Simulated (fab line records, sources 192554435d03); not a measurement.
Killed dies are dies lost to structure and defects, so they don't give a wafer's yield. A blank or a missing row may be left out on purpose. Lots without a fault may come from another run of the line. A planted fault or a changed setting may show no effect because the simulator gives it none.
Which tool did it? | flow n5_finfet | 24 lots, 72 wafers sampled, at 2 steps of a route of 1938

WHAT THE GAUGES READ, wafer by wafer
N5_BEOL_M9_CD_MEAS_18: pitch 140 nm, target cd 70 nm.
lot  | measured     | on        | cd_nm (nm)
L075 | day 9 12:20  | cd_sem-01 | 69.5 70.4 70.0
L074 | day 9 17:43  | cd_sem-01 | 71.6 70.6 70.4
L076 | day 10 08:42 | cd_sem-01 | 70.2 70.4 70.1
L077 | day 10 10:40 | cd_sem-03 | 70.2 70.2 69.6
L078 | day 10 10:48 | cd_sem-03 | 69.8 70.9 71.2
L079 | day 10 15:29 | cd_sem-02 | 70.2 70.0 71.0
L080 | day 10 16:19 | cd_sem-01 | 70.1 70.8 70.9
L081 | day 10 20:41 | cd_sem-02 | 70.0 69.8 70.7
L082 | day 11 08:28 | cd_sem-01 | 70.0 71.4 70.7
L083 | day 11 09:14 | cd_sem-01 | 70.4 69.9 70.3
L084 | day 11 12:40 | cd_sem-01 | 69.4 70.2 70.2
L085 | day 11 15:53 | cd_sem-01 | 69.6 69.1 69.1
L087 | day 15 03:28 | cd_sem-03 | 70.4 71.0 69.6
L086 | day 15 16:06 | cd_sem-02 | 70.1 68.7 69.2
L088 | day 15 16:18 | cd_sem-03 | 70.2 69.8 69.6
L093 | day 15 17:21 | cd_sem-03 | 70.4 70.6 71.0
L089 | day 15 17:37 | cd_sem-03 | 69.6 70.1 69.5
L096 | day 16 02:47 | cd_sem-03 | 70.2 69.9 71.4
L094 | day 16 02:56 | cd_sem-02 | 70.2 70.0 70.9
L091 | day 16 06:04 | cd_sem-03 | 69.5 68.8 69.6
L090 | day 16 10:36 | cd_sem-02 | 70.7 69.6 70.7
L095 | day 16 13:07 | cd_sem-03 | 70.0 69.5 69.6
L097 | day 16 15:51 | cd_sem-03 | 69.8 69.5 69.5
L092 | day 16 21:26 | cd_sem-02 | 69.2 68.9 69.2

WHICH TOOL RAN EACH LOT (tool, then ch and the chambers of the sampled wafers, then the start)
lot  | N5_BEOL_M9_HM_OPEN_17
L075 | rie_metal-02 ch 0,1, day 9 12:10
L074 | rie_metal-02 ch 0,1, day 9 17:32
L076 | rie_metal-03 ch 0,1, day 10 08:31
L077 | rie_metal-03 ch 1, day 10 10:24
L078 | rie_metal-02 ch 0,1, day 10 10:37
L079 | rie_metal-02 ch 0,1, day 10 15:18
L080 | rie_metal-03 ch 0,1, day 10 16:08
L081 | rie_metal-03 ch 0,1, day 10 20:32
L082 | rie_metal-02 ch 1, day 11 08:15
L083 | rie_metal-03 ch 0,1, day 11 08:54
L084 | rie_metal-03 ch 0,1, day 11 12:28
L085 | rie_metal-01 ch 0,1, day 11 15:37
L087 | rie_metal-03 ch 0,1, day 15 03:16
L086 | rie_metal-03 ch 0,1, day 15 15:55
L088 | rie_metal-03 ch 0,1, day 15 16:07
L093 | rie_metal-01 ch 0,1, day 15 17:12
L089 | rie_metal-02 ch 0,1, day 15 17:27
L096 | rie_metal-01 ch 0,1, day 16 02:29
L094 | rie_metal-01 ch 0, day 16 02:45
L091 | rie_metal-01 ch 0,1, day 16 05:52
L090 | rie_metal-03 ch 1, day 16 10:13
L095 | rie_metal-02 ch 0,1, day 16 12:58
L097 | rie_metal-02 ch 0,1, day 16 15:41
L092 | rie_metal-03 ch 1, day 16 21:15
- N5_BEOL_M9_HM_OPEN_17: chemistry Cl2/BCl3, target TiN, target depth 20 nm, overetch 6 nm.

WHAT THE TOOLS THEMSELVES READ (means of the sampled wafers that have a number; where no wafer has one, the mark that the record gives instead)
N5_BEOL_M9_HM_OPEN_17.
lot  | tool         | chamber_pressure_mTorr (mTorr) | drypump_motor_current_A (A) | mfc_cl2_sccm (sccm) | oes_product_au (a.u.) | throttle_valve_pct (%)
L075 | rie_metal-02 | 10.000                         | 5.9                         | 53.20               | 0.74                  | 22.21
L074 | rie_metal-02 | 9.997                          | 5.6                         | 53.25               | 0.71                  | 22.31
L076 | rie_metal-03 | 9.991                          | 5.9                         | 53.30               | 0.67                  | 22.13
L077 | rie_metal-03 | 9.992                          | 6.0                         | 53.29               | 0.69                  | 22.21
L078 | rie_metal-02 | 10.000                         | 5.6                         | 53.32               | 0.71                  | 22.30
L079 | rie_metal-02 | 10.000                         | 5.6                         | 53.24               | 0.72                  | 22.31
L080 | rie_metal-03 | 10.003                         | 6.0                         | 53.29               | 0.67                  | 22.13
L081 | rie_metal-03 | 10.003                         | 6.0                         | 53.20               | 0.65                  | 22.03
L082 | rie_metal-02 | 10.000                         | 5.3                         | 53.03               | 0.69                  | 22.39
L083 | rie_metal-03 | 10.001                         | 6.0                         | 53.37               | 0.65                  | 22.03
L084 | rie_metal-03 | 9.992                          | 6.0                         | 53.23               | 0.67                  | 22.13
L085 | rie_metal-01 | 10.004                         | 6.0                         | 53.28               | 0.69                  | 22.06
L087 | rie_metal-03 | 10.003                         | 6.0                         | 53.45               | 0.65                  | 22.14
L086 | rie_metal-03 | 10.001                         | 6.0                         | 53.17               | 0.64                  | 22.17
L088 | rie_metal-03 | 10.001                         | 6.0                         | 52.89               | 0.62                  | 22.06
L093 | rie_metal-01 | 10.013                         | 6.0                         | 53.14               | 0.67                  | 22.10
L089 | rie_metal-02 | 9.994                          | 5.9                         | 53.02               | 0.70                  | 22.25
L096 | rie_metal-01 | 10.007                         | 5.8                         | 53.30               | 0.69                  | 22.06
L094 | rie_metal-01 | 9.999                          | 5.6                         | 53.49               | 0.72                  | 22.04
L091 | rie_metal-01 | 10.005                         | 5.8                         | 53.32               | 0.69                  | 22.06
L090 | rie_metal-03 | 9.996                          | 5.9                         | 53.34               | 0.67                  | 22.25
L095 | rie_metal-02 | 10.004                         | 5.9                         | 53.25               | 0.70                  | 22.25
L097 | rie_metal-02 | 10.010                         | 5.6                         | 53.21               | 0.68                  | 22.32
L092 | rie_metal-03 | 9.997                          | 5.9                         | 53.32               | 0.66                  | 22.27

THE ANSWER, worked out from the rows above alone
Rule: what is usual is taken from the lots themselves. Put in order of their means at a reading, lots are off if they are a third of the lots or fewer, leave a main group of 4 or more, and stand apart from it by a gap of 3 or more times the standard deviation of the main group's means; of several such gaps the widest counts. A main group whose means are all the same, to the digits that the tables above print for the reading, isn't used. A lot without any number at a reading at which 4 lots or more have one is off too. The other lots that the step has rows for count as sound. The gauges are gone through in route order, then the tools' own readings, and for those a lot's mean is taken as printed above. The first step at which some lot is off is used, and at that step the reading that is off furthest; a lot without a number counts as furthest.
No lot is off at any reading shown: from this, nothing can be told.

WHAT THE SIMULATOR HAD PUT IN
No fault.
